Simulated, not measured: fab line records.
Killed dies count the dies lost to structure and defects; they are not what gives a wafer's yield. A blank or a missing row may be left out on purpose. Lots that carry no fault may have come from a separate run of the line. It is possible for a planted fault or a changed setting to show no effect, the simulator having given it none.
Chamber matching / flow n5 finfet / rie diel-01 running N5_BEOL_M2_VIA_ETCH_34: 4 sister chambers
The step etches the open film in C4F6/O2, target depth 69.4 nm, time 65.9 s. 4 wafers are shown with their chamber, then 10 later ones without.

## WAFERS PAIRED WITH THEIR CHAMBERS
wafer=L086.1; chamber=1; throttle valve pct (%)=30.66
wafer=L086.5; chamber=2; throttle valve pct (%)=30.88
wafer=L088.2; chamber=0; throttle valve pct (%)=31.06
wafer=L088.3; chamber=3; throttle valve pct (%)=30.96

## WAFERS WHOSE CHAMBER IS MISSING
wafer=L088.4; throttle valve pct (%)=30.66
wafer=L095.2; throttle valve pct (%)=31.07
wafer=L095.5; throttle valve pct (%)=30.97
wafer=L095.6; throttle valve pct (%)=30.88
wafer=L094.3; throttle valve pct (%)=31.07
wafer=L094.5; throttle valve pct (%)=30.87
wafer=L094.6; throttle valve pct (%)=30.97
wafer=L097.3; throttle valve pct (%)=31.08
wafer=L097.4; throttle valve pct (%)=30.97
wafer=L097.5; throttle valve pct (%)=30.67

## WHICH CHAMBER EACH WENT THROUGH
wafer=L088.4; from the rows above=1; in truth=1
wafer=L095.2; from the rows above=0; in truth=0
wafer=L095.5; from the rows above=3; in truth=3
wafer=L095.6; from the rows above=2; in truth=2
wafer=L094.3; from the rows above=0; in truth=0
wafer=L094.5; from the rows above=2; in truth=2
wafer=L094.6; from the rows above=3; in truth=3
wafer=L097.3; from the rows above=0; in truth=0
wafer=L097.4; from the rows above=3; in truth=3
wafer=L097.5; from the rows above=1; in truth=1
Correct placement for 10 of the 10. Left unplaced by these rows: 0. Number placed wrongly: 0.
How it was worked out, from the rows above alone: a wafer's distance from a chamber is the root of the sum, over the readings, of the square of ((its reading less the chamber's mean) divided by the reading's scatter). The wafer belongs to the nearest chamber; if the next one is less than 2 further off, it can't be placed. Each chamber's mean is taken over the wafers shown for it. The scatter (one wafer shown for each chamber): square how far every hidden wafer sits from the nearest shown wafer, average those squares and take the square root.
